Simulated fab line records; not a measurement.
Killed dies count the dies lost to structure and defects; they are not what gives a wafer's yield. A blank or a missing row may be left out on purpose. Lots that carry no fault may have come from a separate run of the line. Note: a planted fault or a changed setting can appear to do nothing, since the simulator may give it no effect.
The tool behind it: which one? | flow nandHarc | 12 lots, 36 wafers sampled, at 1 step of a route of 1302

## WHAT THE GAUGES SHOWED, per wafer
NHARC_P_CONTACT_INSPECT_27.
lot  | measured     | on               | rawDefectCount
L075 | day 6 11:34  | defectInspect-02 | 370 285 194
L078 | day 7 19:13  | defectInspect-01 | 326 271 171
L079 | day 8 08:05  | defectInspect-01 | 241 291 216
L080 | day 8 23:35  | defectInspect-02 | 337 506 171
L083 | day 9 19:04  | defectInspect-02 | 190 331 433
L085 | day 10 20:05 | defectInspect-01 | 572 346 239
L087 | day 11 22:35 | defectInspect-02 | 490 266 350
L089 | day 12 03:46 | defectInspect-02 | 306 145 193
L091 | day 13 05:51 | defectInspect-01 | 457 711 589
L093 | day 14 06:45 | defectInspect-02 | 322 189 256
L095 | day 15 01:28 | defectInspect-02 | 256 573 423
L097 | day 15 10:28 | defectInspect-01 | 478 481 235

## TOOL THAT RAN EACH LOT (tool first, then ch and the chambers of the sampled wafers, then the start)
Before these readings, the record contains no process step.

## THE ANSWER, worked out from the rows above alone
Rule: usual is defined by the lots themselves. The widest of any qualifying gaps counts: lots, ordered by their means at a reading, are off when they make up no more than a third of the lots, leave a main group of 4 or more, and stand apart from it by 3 or more times the standard deviation of that group's means. Not used: any main group whose means are identical at the precision the tables above print for the reading. Also off: a lot with no number at a reading for which 4 or more lots have one. The other lots that the step has rows for count as sound.
Across all readings shown, no lot is off: no conclusion can be drawn from this.

## WHAT HAD BEEN PUT IN BY THE SIMULATOR
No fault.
